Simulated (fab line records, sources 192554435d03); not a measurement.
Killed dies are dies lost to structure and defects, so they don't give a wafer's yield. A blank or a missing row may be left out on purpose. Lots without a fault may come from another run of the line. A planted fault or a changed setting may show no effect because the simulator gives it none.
Chamber matching | flow n5_finfet | N5_BEOL_M4_ALD_84 on ald_metal-02: 4 sister chambers
The step deposits TaN, pulse time 2 s, purge time 3 s, co reactant purge time 2 s. 4 wafers are shown with their chamber, then 7 later ones without.

WAFERS WITH THEIR CHAMBER
wafer  | chamber | heater_power_outer_w (W)
L080.1 | 2       | 237
L080.5 | 1       | 250
L093.2 | 0       | 250
L093.4 | 3       | 221

WAFERS WITHOUT THEIR CHAMBER
wafer  | heater_power_outer_w (W)
L093.6 | 252
L092.1 | 236
L092.2 | 247
L092.3 | 220
L097.1 | 226
L097.3 | 244
L097.6 | 246

WHICH CHAMBER EACH WENT THROUGH
wafer  | from the rows above          | in truth
L093.6 | can't be placed: 0 or 1      | 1
L092.1 | 2                            | 2
L092.2 | can't be placed: 0 or 1 or 2 | 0
L092.3 | 3                            | 3
L097.1 | can't be placed: 3 or 2      | 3
L097.3 | can't be placed: 0 or 1 or 2 | 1
L097.6 | can't be placed: 0 or 1 or 2 | 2
Placed correctly: 2 of 7. Can't be placed from these rows: 5 (the true chamber is among the candidates in 5). Placed wrongly: 0.
How it was worked out, from the rows above alone: a wafer's distance from a chamber is the root of the sum, over the readings, of the square of ((its reading less the chamber's mean) divided by the reading's scatter). The wafer belongs to the nearest chamber; if the next one is less than 2 further off, it can't be placed. A chamber's mean is the mean of its shown wafers. The scatter: with one shown wafer a chamber, the root of the mean of the squares of how far each hidden wafer lies from its nearest shown one.
